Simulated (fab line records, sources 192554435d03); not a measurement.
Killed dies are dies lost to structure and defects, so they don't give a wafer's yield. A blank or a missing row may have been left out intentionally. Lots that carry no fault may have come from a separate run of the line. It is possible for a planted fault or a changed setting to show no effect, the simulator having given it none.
Split-lot experiment    flow n5-finfet    21 wafers read from 7 lots, route of 1938 steps

== THE SPLIT ==
At N5_MIM_BOT_SPUTTER_00 (material TiN, target thk 35 nm, time 89.7 s), the setting chamber-pressure-pa was moved away from the recipe's 0.49996 Pa on 18 of the 21 wafers read, by -4.1% to +15.0%. The other wafers ran this setting at the recipe's value.

The reading is taken at the split's own step.

== THE READING ==
TiN_of_MIM_BOT_SPUTTER_00.thk-nm (the simulator's own value, which no gauge read), in nm, at N5_MIM_BOT_SPUTTER_00 (material TiN, target thk 35 nm, time 89.7 s). No usual value for it is given in the file. The 3 wafers here that ran the recipe average 34.7 nm, standard deviation 0.094 nm.

wafer   tool, chamber at the split  chamber-pressure-pa as run, Pa  against the recipe  TiN_of_MIM_BOT_SPUTTER_00.thk-nm, nm  against lot-mates on the recipe
L074.1  pvd-sputter-03, -           0.5593                          +11.9%              34.2                                  no lot-mate on the recipe
L074.4  pvd-sputter-03, -           0.5593                          +11.9%              34.2                                  no lot-mate on the recipe
L074.3  pvd-sputter-03, -           0.5593                          +11.9%              34.4                                  no lot-mate on the recipe
L079.1  pvd-sputter-01, -           0.5367                          +7.3%               34.4                                  no lot-mate on the recipe
L079.2  pvd-sputter-01, -           0.5367                          +7.3%               34.2                                  no lot-mate on the recipe
L079.5  pvd-sputter-01, -           0.5367                          +7.3%               34.6                                  no lot-mate on the recipe
L084.3  pvd-sputter-01, -           0.4793                          -4.1%               35.4                                  no lot-mate on the recipe
L084.6  pvd-sputter-01, -           0.4793                          -4.1%               35.4                                  no lot-mate on the recipe
L084.4  pvd-sputter-01, -           0.4793                          -4.1%               35.6                                  no lot-mate on the recipe
L087.2  pvd-sputter-01, -           0.49996                         recipe              34.8                                  -
L087.4  pvd-sputter-01, -           0.49996                         recipe              34.8                                  -
L087.6  pvd-sputter-01, -           0.49996                         recipe              34.6                                  -
L088.2  pvd-sputter-03, -           0.5286                          +5.7%               34.6                                  no lot-mate on the recipe
L088.5  pvd-sputter-03, -           0.5286                          +5.7%               34.8                                  no lot-mate on the recipe
L088.6  pvd-sputter-03, -           0.5286                          +5.7%               35                                    no lot-mate on the recipe
L089.1  pvd-sputter-01, -           0.5371                          +7.4%               34.2                                  no lot-mate on the recipe
L089.2  pvd-sputter-01, -           0.5371                          +7.4%               34.6                                  no lot-mate on the recipe
L089.6  pvd-sputter-01, -           0.5371                          +7.4%               34.4                                  no lot-mate on the recipe
L091.3  pvd-sputter-01, -           0.5749                          +15.0%              33.6                                  no lot-mate on the recipe
L091.6  pvd-sputter-01, -           0.5749                          +15.0%              33.6                                  no lot-mate on the recipe
L091.4  pvd-sputter-01, -           0.5749                          +15.0%              33.4                                  no lot-mate on the recipe

FIT RESULTS
A straight line over all 21 wafers: TiN_of_MIM_BOT_SPUTTER_00.thk-nm changes by -0.084 nm for each +1% of chamber-pressure-pa; r = -0.91; the points scatter about the line by 0.25 nm.
Too few moved wafers with a lot-mate on the recipe to fit a line net of each lot's own level.

== FILE'S OWN FIT ==
TiN_of_MIM_BOT_SPUTTER_00.thk-nm changes by -0.084 nm for each +1% of chamber-pressure-pa, r = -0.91.
